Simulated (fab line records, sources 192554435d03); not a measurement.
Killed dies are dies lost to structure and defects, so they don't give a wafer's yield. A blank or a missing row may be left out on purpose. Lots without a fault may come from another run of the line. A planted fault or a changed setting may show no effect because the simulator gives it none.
A struck lot beside a sound one | flow n5_finfet | 25 steps out of a route of 1938
Sound: wafers L781.1, L781.3, L781.6. Struck: wafers L784.2, L784.4, L784.5. The cause comes at the end.
At each step with rows: each side's tool, then ch and its chambers, then its first start. Under that, the readings that differ: sound wafers | struck wafers | difference of the means | sigmas: that difference in standard deviations of wafers without a fault.
alike: readings whose means differ by less than 2 such deviations, and words and numbers that are the same on both sides. not compared: withheld readings, readings that some wafer has no value for, bounds like >300 that may hide the same value, and numbers for which the record gives no deviation and whose values overlap.
The two part at a step that has a row with sigmas, a row that says differs or no value, or rows on one side only. Numbers that don't overlap but have no deviation are shown without sigmas and don't part them. A reading that every wafer of one side lacks parts them only if that side has two wafers or more.

first, 11 steps without rows for these wafers: N5_BEOL_M13_VIA_ETCH_16 (etches SiOC in C4F8/O2/Ar, target depth 921.7 nm); N5_BEOL_M13_STRIP_63 (strips in N2/H2); N5_BEOL_M13_STRIP_64 (strips in N2/H2); N5_BEOL_M13_STRIP_71 (strips in post etch residue remover, time 60 s); N5_BEOL_M13_SRD_72 (time 30 s, dry time 30 s); N5_BEOL_M13_COAT_65 (time 60 s, resist thk 350 nm); N5_BEOL_M13_COAT_66 (time 60 s, resist thk 110 nm); N5_BEOL_M13_COAT_22 (resist thk 300 nm); N5_BEOL_M13_EBR_24; N5_BEOL_M13_SOFTBAKE_23 (time 60 s); N5_BEOL_M13_EXPOSE_25 (exposes mask M13, target cd 210 nm).
N5_BEOL_M13_PEB_26: peb time 90 s.
  sound on litho_track-05 ch 0, day 10 17:16; struck on litho_track-05 ch 0, day 11 09:24
  alike: chill_plate_temp_C, exhaust_pa, plate_temp_C
then, 2 steps without rows for these wafers: N5_BEOL_M13_DEVELOP_27 (develop time 45 s); N5_BEOL_M13_HARDBAKE_32 (time 120 s).
N5_BEOL_M13_CD_MEAS_28: target cd 209.5 nm.
  sound on cd_sem-02 ch 0, day 10 17:23; struck on cd_sem-02 ch 0, day 11 09:31
  reading    | sound             | struck            | difference | sigmas
  cd_nm (nm) | 208.7 210.6 209.7 | 214.2 214.5 214.6 | +4.8       | +4
N5_BEOL_M13_DESCUM_33: chemistry O2, time 7.9 s.
  sound on rie_diel-02 ch 2,3, day 10 17:28; struck on rie_diel-02 ch 1,2,3, day 11 09:36
  reading                   | sound             | struck            | difference | sigmas
  model.BEOL_M13.cd_nm (nm) | 208.8 210.6 209.2 | 213.8 214.4 214.4 | +4.7       |
  alike: drypump_motor_current_A, o2_flow_sccm, oes_product_au, rf_vpp_V, showerhead_plenum_p_Torr, throttle_valve_pct
  not compared: rf_hours_counter_h
then, 6 steps without rows for these wafers: N5_BEOL_M13_ETCH_67 (etches SiARC in CF4, target depth 143 nm, time 238.3 s); N5_BEOL_M13_ETCH_68 (etches SOC in N2/H2, time 355 s); N5_BEOL_M13_STRIP_69 (strips in N2/H2); N5_BEOL_M13_TRENCH_ETCH_34 (etches SiOC in C4F8/O2/Ar, target depth 413.47 nm, time 162.6 s); N5_BEOL_M13_STRIP_70 (strips in C4F8/O2/Ar); N5_BEOL_M13_STRIP_37 (strips in N2/H2).
N5_BEOL_M13_ETCH_38: etches SiCN in CF4/N2, target depth 67.5 nm, time 71.9 s.
  sound on rie_diel-02 ch 0,1,3, day 10 20:41; struck on rie_diel-02 ch 0,1, day 11 18:29
  reading                   | sound           | struck            | difference | sigmas
  model.BEOL_M13.cd_nm (nm) | 210.2 212 212.4 | 215.8 215.4 215.2 | +3.9       |
  alike: drypump_motor_current_A, oes_product_au, rf_vpp_V, showerhead_plenum_p_Torr, throttle_valve_pct
  not compared: rf_hours_counter_h
then, 1 step without rows for these wafers: N5_BEOL_M13_PRECLEAN_39 (cleans in residue remover, time 60 s).
N5_PASSIVATION_PROBE_49:
  the record has rows for the sound wafers here (prober-01, day 12 15:02) and none for the struck ones

WHERE THEY PART
First at N5_BEOL_M13_CD_MEAS_28; last, within this record, at N5_PASSIVATION_PROBE_49.

WHY: what the simulator had put in
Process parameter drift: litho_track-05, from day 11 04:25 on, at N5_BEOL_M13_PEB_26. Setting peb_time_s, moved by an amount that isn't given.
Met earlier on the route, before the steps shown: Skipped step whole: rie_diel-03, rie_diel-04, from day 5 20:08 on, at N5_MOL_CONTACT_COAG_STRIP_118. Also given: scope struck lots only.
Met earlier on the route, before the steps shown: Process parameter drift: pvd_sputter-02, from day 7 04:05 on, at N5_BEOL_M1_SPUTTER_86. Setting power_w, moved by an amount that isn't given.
